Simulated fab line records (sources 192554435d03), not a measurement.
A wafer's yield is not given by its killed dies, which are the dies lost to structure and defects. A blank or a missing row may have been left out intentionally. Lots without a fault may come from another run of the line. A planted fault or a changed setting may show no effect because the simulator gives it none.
Which tool did it?	flow n5 finfet	11 lots with 33 wafers sampled at 4 steps, on a route of 1938 steps

WHAT THE GAUGES READ, wafer by wafer
N5_FIN_SAQP_OVL_MEAS_17.
lot	measured	on	FIN_CORE_OVL (nm)
L075	day 2 04:15	overlay-01	0.6 0.9 -2.3
L078	day 2 23:46	overlay-01	-0.6 0.9 -0.9
L080	day 3 12:25	overlay-01	0.2 -1.1 0.8
L082	day 3 23:34	overlay-01	-1.3 -1.5 0.6
L084	day 4 09:48	overlay-02	-0.6 -1.8 -0.7
L087	day 5 04:38	overlay-01	-0.1 -0.8 -1.8
L089	day 5 15:50	overlay-01	-1.4 -0.8 1.2
L091	day 6 03:56	overlay-02	-0.8 -0.4 -1.2
L093	day 6 16:19	overlay-02	-1.0 0.5 -1.9
L095	day 7 04:01	overlay-02	0.9 -0.7 -0.4
L097	day 7 17:27	overlay-02	-0.3 -1.2 -1.9

WHAT TOOL EACH LOT RAN ON (gives the tool, then ch and the chambers of the sampled wafers, and finally the start)
lot	N5_PMOS_HMC_CHANNEL_EPI_ETCH_38	N5_PMOS_HMC_CHANNEL_EPI_CMP_21	N5_FIN_SAQP_HM_DEP_03
L075	rie si-02 ch 1,3, day 1 23:40	cmp-02 ch 1,2,3, day 2 02:12	pecvd-02 ch 1,2, day 2 03:26
L078	rie si-03 ch 0,1, day 2 18:55	cmp-03 ch 0,2,3, day 2 20:35	pecvd-01 ch 1,2, day 2 22:49
L080	rie si-02 ch 0,2, day 3 07:35	cmp-04 ch 0,2,3, day 3 09:43	pecvd-02 ch 0,1, day 3 11:32
L082	rie si-02 ch 0,1,3, day 3 19:20	cmp-04 ch 2,3, day 3 21:20	pecvd-01 ch 1,2, day 3 22:44
L084	rie si-03 ch 0,2,3, day 4 06:07	cmp-03 ch 0,2,3, day 4 07:39	pecvd-02 ch 0,1,2, day 4 09:04
L087	rie si-02 ch 0,1,3, day 5 00:59	cmp-03 ch 0,3, day 5 02:31	pecvd-01 ch 1,2, day 5 03:56
L089	rie si-03 ch 1,2, day 5 11:45	cmp-02 ch 2,3, day 5 13:41	pecvd-01 ch 0,1,2, day 5 15:01
L091	rie si-02 ch 2,3, day 5 23:56	cmp-04 ch 0,3, day 6 01:28	pecvd-02 ch 0,2, day 6 03:05
L093	rie si-05 ch 0,2,3, day 6 12:32	cmp-03 ch 0,1,2, day 6 14:07	pecvd-04 ch 0,1, day 6 15:30
L095	rie si-02 ch 2,3, day 6 23:53	cmp-03 ch 0,2,3, day 7 01:30	pecvd-04 ch 0,1, day 7 03:11
L097	rie si-03 ch 1,2, day 7 13:02	cmp-02 ch 0,1,2, day 7 15:05	pecvd-01 ch 0,1, day 7 16:38
- N5_PMOS_HMC_CHANNEL_EPI_ETCH_38: etches SiO2 in CF4, target depth 1.5 nm.
- N5_PMOS_HMC_CHANNEL_EPI_CMP_21: polishes SiGe30, target thk 54 nm.
- N5_FIN_SAQP_HM_DEP_03: deposits SiNx from SiH4/NH3/N2, target thk 38 nm, time 33.6 s.

THE ANSWER, worked out from the rows above alone
Rule: usual is defined by the lots themselves. Put in order of their means at a reading, lots are off if they are a third of the lots or fewer, leave a main group of 4 or more, and stand apart from it by a gap of 3 or more times the standard deviation of the main group's means; of several such gaps the widest counts. Not used: any main group whose means are identical at the precision the tables above print for the reading. Also off: a lot with no number at a reading for which 4 or more lots have one. All remaining lots with rows at the step are treated as sound.
None of the lots is off at any reading shown; this tells nothing.

WHAT HAD BEEN PUT IN BY THE SIMULATOR
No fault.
